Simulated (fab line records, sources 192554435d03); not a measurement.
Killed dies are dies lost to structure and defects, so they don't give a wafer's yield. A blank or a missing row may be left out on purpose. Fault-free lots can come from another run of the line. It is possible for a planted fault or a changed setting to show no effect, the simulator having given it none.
Chamber matching | flow n5Finfet | pecvd-04 running N5_BEOL_M7_DEP_56: 3 sister chambers
The step deposits SiCN from 3MS/NH3, target thk 10 nm, time 17.5 s. 3 wafers are shown with their chamber, then 7 later ones without.

WAFERS, EACH WITH ITS CHAMBER
wafer  | chamber | showerheadPlenumPTorr (Torr)
L083.2 | 2       | 3.625
L084.1 | 1       | 3.671
L084.2 | 0       | 3.676

WAFERS WHOSE CHAMBER IS MISSING
wafer  | showerheadPlenumPTorr (Torr)
L084.6 | 3.682
L085.1 | 3.668
L085.5 | 3.679
L085.6 | 3.631
L086.1 | 3.674
L086.2 | 3.660
L086.4 | 3.618

WHICH CHAMBER EACH ONE RAN IN
wafer  | from the rows above     | in truth
L084.6 | can't be placed: 0 or 1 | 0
L085.1 | can't be placed: 1 or 0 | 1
L085.5 | can't be placed: 0 or 1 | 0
L085.6 | 2                       | 2
L086.1 | can't be placed: 0 or 1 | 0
L086.2 | can't be placed: 1 or 0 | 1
L086.4 | 2                       | 2
2 of 7 placed correctly. Unplaceable from these rows: 5, with the true chamber sitting among the candidates in 5. 0 placed wrongly.
How it was worked out, from the rows above alone: a wafer's distance from a chamber is the root of the sum, over the readings, of the square of ((its reading less the chamber's mean) divided by the reading's scatter). The wafer belongs to the nearest chamber; if the next one is less than 2 further off, it can't be placed. A chamber's mean is the mean of its shown wafers. The scatter: root of mean squared gap, hidden wafer to nearest shown wafer, with one shown wafer a chamber.
